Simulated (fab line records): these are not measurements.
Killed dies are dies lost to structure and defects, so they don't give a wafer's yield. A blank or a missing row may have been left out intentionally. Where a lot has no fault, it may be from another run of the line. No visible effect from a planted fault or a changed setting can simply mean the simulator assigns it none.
2 desks looking at one fault | flow nand_harc | what lay behind the numbers comes last; until then each desk has only its own

== THE DEFECT DESK ==
Counts from the inspections along the route, per lot, as means over the sampled wafers that have a number. Any lot whose mean is over 4 standard deviations away from the usual mean is out of limits and marked OUT; that distance is given in the brackets.
Columns: A = raw_defect_count at NHARC_A_M1_INSPECT_27, usual 542
lot  | first seen here | A
L948 | day 22 17:13    | 448
L951 | day 23 15:45    | 309
L950 | day 23 20:00    | 600
L952 | day 24 08:02    | 541
L958 | day 27 04:29    | 689
L959 | day 27 07:17    | 665
L956 | day 27 12:52    | 651
L960 | day 27 21:23    | 699
L968 | day 31 11:23    | 478
L971 | day 31 19:34    | 600
L969 | day 31 20:44    | 349
L970 | day 32 10:09    | 582
This desk's verdict: no lot among the 12 shows anything out of limits.

== AT THE TOOL OWNER'S DESK: rie_diel-06 ==
The tool's own readings at NHARC_A_BONDPAD_ETCH_34 (etches the open film in N2/H2, target depth 60 nm, overetch 18 nm, time 65.91 s): means of the sampled wafers that have a number, for each lot that ran on this tool. Any lot whose mean is over 4 standard deviations away from the usual mean is out of limits and marked OUT; that distance is given in the brackets.
Columns: A = drypump_motor_current_A at NHARC_A_BONDPAD_ETCH_34, usual 5.9 A; B = n2_flow_sccm at NHARC_A_BONDPAD_ETCH_34, usual 150.0 sccm; C = oes_product_au at NHARC_A_BONDPAD_ETCH_34, usual 1.000 a.u.; D = rf_vpp_V at NHARC_A_BONDPAD_ETCH_34, usual 430.0 V; E = run_length_s at NHARC_A_BONDPAD_ETCH_34, usual 87.4 s; F = showerhead_plenum_p_Torr at NHARC_A_BONDPAD_ETCH_34, usual 2.02 Torr; G = throttle_valve_pct at NHARC_A_BONDPAD_ETCH_34, usual 14.170 %
lot  | first seen here | A   | B     | C     | D     | E              | F    | G
L948 | day 22 19:34    | 5.7 | 150.3 | 0.992 | 432.0 | 87.3           | 2.12 | 14.165
L951 | day 23 17:52    | 5.6 | 150.5 | 1.001 | 427.9 | 87.2           | 1.94 | 14.169
L950 | day 23 22:15    | 5.7 | 149.9 | 1.002 | 431.8 | 87.4           | 2.09 | 14.168
L959 | day 27 09:31    | 6.0 | 150.2 | 1.003 | 430.8 | 87.4           | 2.04 | 14.169
L956 | day 27 15:07    | 6.1 | 149.8 | 0.991 | 430.4 | 87.3           | 2.04 | 14.170
L960 | day 27 23:29    | 6.0 | 150.0 | 1.000 | 430.1 | 82.6 (-15) OUT | 2.04 | 14.165
L968 | day 31 13:29    | 6.0 | 150.2 | 1.000 | 427.4 | 87.4           | 1.95 | 14.173
L971 | day 31 21:52    | 6.0 | 150.0 | 1.005 | 431.3 | 87.5           | 2.04 | 14.168
L969 | day 31 22:59    | 6.0 | 150.3 | 1.001 | 428.8 | 87.3           | 1.95 | 14.168
L970 | day 32 12:22    | 5.6 | 149.4 | 0.998 | 429.5 | 87.2           | 2.00 | 14.166
Finding of this desk: L960 out of limits; the first was L960 at day 27 23:29, on run_length_s at NHARC_A_BONDPAD_ETCH_34. Within limits: L948, L951, L950, L959, L956, L968, L971, L969, L970.

== TAKEN TOGETHER ==
The tool owner's desk could have raised an alarm at day 27 23:29, on L960.
No out-of-limits result turned up at the defect desk.
The defect desk has L960 on record, within its limits.
On rie_diel-06, each named lot ran NHARC_A_BONDPAD_ETCH_34.

== WHAT HAD BEEN PUT IN BY THE SIMULATOR ==
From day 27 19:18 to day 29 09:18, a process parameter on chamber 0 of rie_diel-06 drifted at NHARC_A_BONDPAD_ETCH_34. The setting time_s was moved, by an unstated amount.
Shown lots that were struck: L960.
Delay in hours, fault start to first out-of-limits reading, by desk: the tool owner's desk at 4.
